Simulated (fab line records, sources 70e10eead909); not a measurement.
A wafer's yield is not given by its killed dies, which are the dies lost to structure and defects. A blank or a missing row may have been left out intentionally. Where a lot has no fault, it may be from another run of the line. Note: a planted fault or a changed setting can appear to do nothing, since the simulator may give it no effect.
Comparing a struck lot with a sound one / flow nand-harc / 17 steps out of a route of 1302
Sound: the wafers L714.2, L714.3, L714.4. The struck wafers were L719.3, L719.4, L719.6. The cause is given at the end.
Order at every step that has rows: each side's tool, ch and its chambers, its first start. Under that, the readings that differ: sound wafers / struck wafers / difference of the means / sigmas: that difference in standard deviations of wafers without a fault.
alike: readings whose means differ by less than 2 such deviations, and words and numbers that are the same on both sides. not compared: withheld readings, readings that some wafer has no value for, bounds like >300 that may hide the same value, and numbers for which the record gives no deviation and whose values overlap.
Wherever a step has rows on one side only, a row that says differs or no value, or a row with sigmas, the two part there. Numbers that don't overlap but have no deviation are shown without sigmas and don't part them. A reading missing from all wafers of one side parts the sides only when that side holds two or more wafers.

first, 2 steps without rows for these wafers: NHARC_P_STI_SRD_39; NHARC_P_STI_OXIDE_40 (material SiO2, target thk 10 nm, ox time 1362 s).
NHARC_P_STI_INSPECT_25:
  sound on defect-inspect-01, day 4 05:47; struck on defect-inspect-02, day 5 23:23
reading=raw-defect-count; sound=190 191 522; struck=109 136 124; difference=-178; sigmas=-3
then, 9 steps without rows for these wafers: NHARC_P_GATE_ETCH_69 (etches SiO2 in dHF, target depth 14 nm); NHARC_P_GATE_PRECLEAN_70 (cleans in SC1); NHARC_P_GATE_SRD_01; NHARC_P_GATE_OXIDE_02 (material SiO2, target thk 37.5 nm, ox time 365 s); NHARC_P_GATE_DEHYDRATE_03 (time 120 s); NHARC_P_GATE_HMDS_04 (time 30 s); NHARC_P_GATE_COAT_05; NHARC_P_GATE_SOFTBAKE_06 (time 95 s); NHARC_P_GATE_EBR_07.
NHARC_P_GATE_EXPOSE_08: exposes mask P HV.
  sound on krf-scanner-02 ch 0, day 4 13:51; struck on krf-scanner-02 ch 0, day 6 08:02
reading=mask; sound=P_HV#0 P_HV#0 P_HV#0; struck=P_PSD#0 P_PSD#0 P_PSD#0; difference=differs; sigmas=
  alike: stage-vel-mm-s
then, 2 steps without rows for these wafers: NHARC_P_GATE_PEB_09 (peb time 85 s); NHARC_P_GATE_DEVELOP_10 (time 70 s).
NHARC_P_GATE_CD_MEAS_11: the cd target is 1640 nm.
  sound on cd-sem-02 ch 0, day 4 14:01; struck on cd-sem-03 ch 0, day 6 08:11
reading=cd-nm (nm); sound=1640.8 1638.8 1639.0; struck=- - -; difference=no value on the struck wafers; sigmas=
then, 1 step without rows for these wafers: NHARC_P_GATE_HARDBAKE_12 (time 80 s).

WHERE THEY PART
At NHARC_P_STI_INSPECT_25 first; at NHARC_P_GATE_CD_MEAS_11 last (within this record only).

WHY: what the simulator had put in
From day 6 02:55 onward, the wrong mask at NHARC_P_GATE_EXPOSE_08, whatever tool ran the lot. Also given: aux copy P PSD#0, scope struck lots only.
